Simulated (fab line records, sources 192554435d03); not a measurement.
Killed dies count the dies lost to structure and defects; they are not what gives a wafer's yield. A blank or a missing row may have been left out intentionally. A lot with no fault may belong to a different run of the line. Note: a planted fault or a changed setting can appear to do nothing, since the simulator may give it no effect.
Matching of chambers || flow n5Finfet || N5_MOL_CONTACT_COAG_ETCH_106 on rieDiel-01 has 4 sister chambers
The step etches SOC in N2/H2, target depth 80 nm, overetch 16 nm, time 120 s. 4 wafers are shown with their chamber, then 8 later ones without.

## WAFERS, EACH WITH ITS CHAMBER
{"wafer": "L077.2", "chamber": 1, "drypumpMotorCurrentA (A)": 6.1}
{"wafer": "L086.1", "chamber": 2, "drypumpMotorCurrentA (A)": 6.4}
{"wafer": "L086.5", "chamber": 3, "drypumpMotorCurrentA (A)": 5.3}
{"wafer": "L089.2", "chamber": 0, "drypumpMotorCurrentA (A)": 5.5}

## WAFERS WHOSE CHAMBER IS MISSING
{"wafer": "L089.4", "drypumpMotorCurrentA (A)": 6.3}
{"wafer": "L089.6", "drypumpMotorCurrentA (A)": 5.5}
{"wafer": "L090.1", "drypumpMotorCurrentA (A)": 6.1}
{"wafer": "L090.2", "drypumpMotorCurrentA (A)": 6.3}
{"wafer": "L090.6", "drypumpMotorCurrentA (A)": 5.3}
{"wafer": "L096.1", "drypumpMotorCurrentA (A)": 6.1}
{"wafer": "L096.4", "drypumpMotorCurrentA (A)": 6.4}
{"wafer": "L096.5", "drypumpMotorCurrentA (A)": 5.4}

## CHAMBER TAKEN BY EACH
{"wafer": "L089.4", "from the rows above": "can't be placed: 2 or 1", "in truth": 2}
{"wafer": "L089.6", "from the rows above": 0, "in truth": 0}
{"wafer": "L090.1", "from the rows above": 1, "in truth": 1}
{"wafer": "L090.2", "from the rows above": "can't be placed: 2 or 1", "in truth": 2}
{"wafer": "L090.6", "from the rows above": 3, "in truth": 3}
{"wafer": "L096.1", "from the rows above": 1, "in truth": 1}
{"wafer": "L096.4", "from the rows above": 2, "in truth": 2}
{"wafer": "L096.5", "from the rows above": "can't be placed: 0 or 3", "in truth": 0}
5 of 8 placed correctly. From these rows, 3 cannot be placed; in 3 the true chamber is one of the candidates. Placed wrongly: 0.
How it was worked out, from the rows above alone: a wafer's distance from a chamber is the root of the sum, over the readings, of the square of ((its reading less the chamber's mean) divided by the reading's scatter). The wafer belongs to the nearest chamber; if the next one is less than 2 further off, it can't be placed. For every chamber, the mean is computed from those of its wafers that are shown. The scatter: root of mean squared gap, hidden wafer to nearest shown wafer, with one shown wafer a chamber.
